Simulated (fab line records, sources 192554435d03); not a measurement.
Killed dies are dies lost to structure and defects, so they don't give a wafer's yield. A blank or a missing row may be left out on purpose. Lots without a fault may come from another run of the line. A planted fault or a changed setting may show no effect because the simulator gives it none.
Split-lot experiment | flow n5_finfet | 7 lots, 39 wafers read, on a route of 1938 steps

THE SPLIT
At N5_WELL_APT_EXPOSE_05 (exposes mask NWELL, defocus 0 nm, target cd 200 nm), the setting dose_mj was moved away from the recipe's 20.3 on 12 of the 39 wafers read, by -7.3% to +5.1%. The other wafers ran this setting at the recipe's value.

FROM THE SPLIT TO THE READING: what the file shows between them, 3 steps
- N5_WELL_APT_PEB_06: peb time 90 s
- N5_WELL_APT_DEVELOP_07: develop time 45 s
- N5_WELL_APT_HARDBAKE_12: time 120 s

THE READING
cd_nm, in nm, at N5_WELL_APT_CD_MEAS_08 (target cd 200 nm). Fault-free wafers of this fab line usually give 200.2 nm, standard deviation 1.5 nm.

wafer  | tool, chamber at the split | dose_mj as run | against the recipe | cd_nm, nm | against lot-mates on the recipe
L074.1 | krf_scanner-01, 0          | 20.3           | recipe             | 200.0     | -
L074.2 | krf_scanner-01, 0          | 21.25          | +4.7%              | 205.1     | +4.7
L074.3 | krf_scanner-01, 0          | 20.3           | recipe             | 201.1     | -
L074.4 | krf_scanner-01, 0          | 21.25          | +4.7%              | 206.6     | +6.2
L074.5 | krf_scanner-01, 0          | 21.25          | +4.7%              | 205.2     | +4.8
L074.6 | krf_scanner-01, 0          | 20.3           | recipe             | 200.1     | -
L085.1 | krf_scanner-02, 0          | 20.3           | recipe             | 200.7     | -
L085.2 | krf_scanner-02, 0          | 18.82          | -7.3%              | 186.6     | -12.3
L085.3 | krf_scanner-02, 0          | 18.82          | -7.3%              | 185.8     | -13.1
L085.4 | krf_scanner-02, 0          | 20.3           | recipe             | 198.6     | -
L085.5 | krf_scanner-02, 0          | 18.82          | -7.3%              | 187.8     | -11.1
L085.6 | krf_scanner-02, 0          | 20.3           | recipe             | 197.3     | -
L091.1 | krf_scanner-01, 0          | 20.3           | recipe             | 202.2     | -
L091.4 | krf_scanner-01, 0          | 20.3           | recipe             | 200.8     | -
L091.6 | krf_scanner-01, 0          | 20.3           | recipe             | 202.0     | -
L092.1 | krf_scanner-02, 0          | 21.33          | +5.1%              | 208.6     | +9.9
L092.2 | krf_scanner-02, 0          | 21.33          | +5.1%              | 207.8     | +9.1
L092.3 | krf_scanner-02, 0          | 20.3           | recipe             | 199.1     | -
L092.4 | krf_scanner-02, 0          | 20.3           | recipe             | 199.7     | -
L092.5 | krf_scanner-02, 0          | 21.33          | +5.1%              | 207.1     | +8.4
L092.6 | krf_scanner-02, 0          | 20.3           | recipe             | 197.2     | -
L095.1 | krf_scanner-02, 0          | 21.16          | +4.2%              | 206.7     | +4.9
L095.2 | krf_scanner-02, 0          | 21.16          | +4.2%              | 204.2     | +2.4
L095.3 | krf_scanner-02, 0          | 20.3           | recipe             | 203.8     | -
L095.4 | krf_scanner-02, 0          | 21.16          | +4.2%              | 208.0     | +6.2
L095.5 | krf_scanner-02, 0          | 20.3           | recipe             | 200.9     | -
L095.6 | krf_scanner-02, 0          | 20.3           | recipe             | 200.7     | -
L096.1 | krf_scanner-02, 0          | 20.3           | recipe             | 197.6     | -
L096.2 | krf_scanner-02, 0          | 20.3           | recipe             | 201.6     | -
L096.3 | krf_scanner-02, 0          | 20.3           | recipe             | 200.0     | -
L096.4 | krf_scanner-02, 0          | 20.3           | recipe             | 201.0     | -
L096.5 | krf_scanner-02, 0          | 20.3           | recipe             | 200.6     | -
L096.6 | krf_scanner-02, 0          | 20.3           | recipe             | 201.9     | -
L097.1 | krf_scanner-01, 0          | 20.3           | recipe             | 202.7     | -
L097.2 | krf_scanner-01, 0          | 20.3           | recipe             | 200.2     | -
L097.3 | krf_scanner-01, 0          | 20.3           | recipe             | 197.7     | -
L097.4 | krf_scanner-01, 0          | 20.3           | recipe             | 200.3     | -
L097.5 | krf_scanner-01, 0          | 20.3           | recipe             | 198.6     | -
L097.6 | krf_scanner-01, 0          | 20.3           | recipe             | 199.3     | -

THE FIT
A straight line over all 39 wafers: cd_nm changes by +1.61 nm for each +1% of dose_mj; r = +0.95; the points scatter about the line by 1.7 nm.
The same after taking each lot's own level away (the mean of its wafers on the recipe; 39 wafers): +1.52 nm for each +1%; r = +0.95; scatter 1.5 nm.
On that fit, the largest move of dose_mj shifts the reading by 11 nm.
The lots' own levels span 198.67 to 201.80 nm, that is 2.1 times the standard deviation above.
So the lot-to-lot level changes the slope little: the two slopes agree.
Check: with one of the wafers moved furthest among these (-7.3%) left out of the fit, the line predicts -11.1 nm for it against its lot-mates. It came out at -12.3 nm against them.

THE WHOLE CHAIN: every reading that the file lists as answering this split, in the file's order
step                   | what it does             | reading                                                         | change (the file's fit)              | r (the file's)
N5_WELL_APT_CD_MEAS_08 | target cd 200 nm         | cd_nm                                                           | +1.5 nm for each +1% of the setting  | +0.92
N5_WELL_APT_DESCUM_13  | chemistry O2, time 7.9 s | WELL_APT.cd_nm (the simulator's own value, which no gauge read) | +1.52 nm for each +1% of the setting | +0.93

THE FILE'S OWN FIT
cd_nm changes by +1.5 nm for each +1% of dose_mj, r = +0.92.
